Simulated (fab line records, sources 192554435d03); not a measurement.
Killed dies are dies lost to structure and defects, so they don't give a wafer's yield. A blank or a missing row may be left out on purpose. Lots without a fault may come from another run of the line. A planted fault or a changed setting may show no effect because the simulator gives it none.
Chamber matching | flow n5_finfet | N5_BEOL_M9_VIA_ETCH_34 on rie_diel-03: 4 sister chambers
The step etches SiCOH lowk in C4F6/O2, target depth 182.4 nm, time 68.4 s. 8 wafers are shown with their chamber, then 6 later ones without.

WAFERS WITH THEIR CHAMBER
wafer  | chamber | showerhead_plenum_p_Torr (Torr) | rf_vpp_V (V)
L863.2 | 1       | 2.92                            | 641
L870.1 | 0       | 2.83                            | 665
L876.1 | 1       | 2.91                            | 642
L875.1 | 0       | 2.82                            | 666
L875.2 | 2       | 2.86                            | 656
L875.3 | 3       | 2.99                            | 648
L878.1 | 2       | 2.86                            | 657
L878.2 | 3       | 2.99                            | 649

WAFERS WITHOUT THEIR CHAMBER
wafer  | showerhead_plenum_p_Torr (Torr) | rf_vpp_V (V)
L883.2 | 2.90                            | 641
L883.4 | 2.85                            | 656
L883.5 | 2.98                            | 650
L885.2 | 2.98                            | 648
L885.3 | 2.90                            | 640
L885.5 | 2.81                            | 663

WHICH CHAMBER EACH WENT THROUGH
wafer  | from the rows above | in truth
L883.2 | 1                   | 1
L883.4 | 2                   | 2
L883.5 | 3                   | 3
L885.2 | 3                   | 3
L885.3 | 1                   | 1
L885.5 | 0                   | 0
Placed correctly: 6 of 6. Can't be placed from these rows: 0. Placed wrongly: 0.
How it was worked out, from the rows above alone: a wafer's distance from a chamber is the root of the sum, over the readings, of the square of ((its reading less the chamber's mean) divided by the reading's scatter). The wafer belongs to the nearest chamber; if the next one is less than 2 further off, it can't be placed. A chamber's mean is the mean of its shown wafers. The scatter: the root of (the sum of the squares of (reading less its chamber's mean) over the shown wafers, divided by (wafers less chambers)).
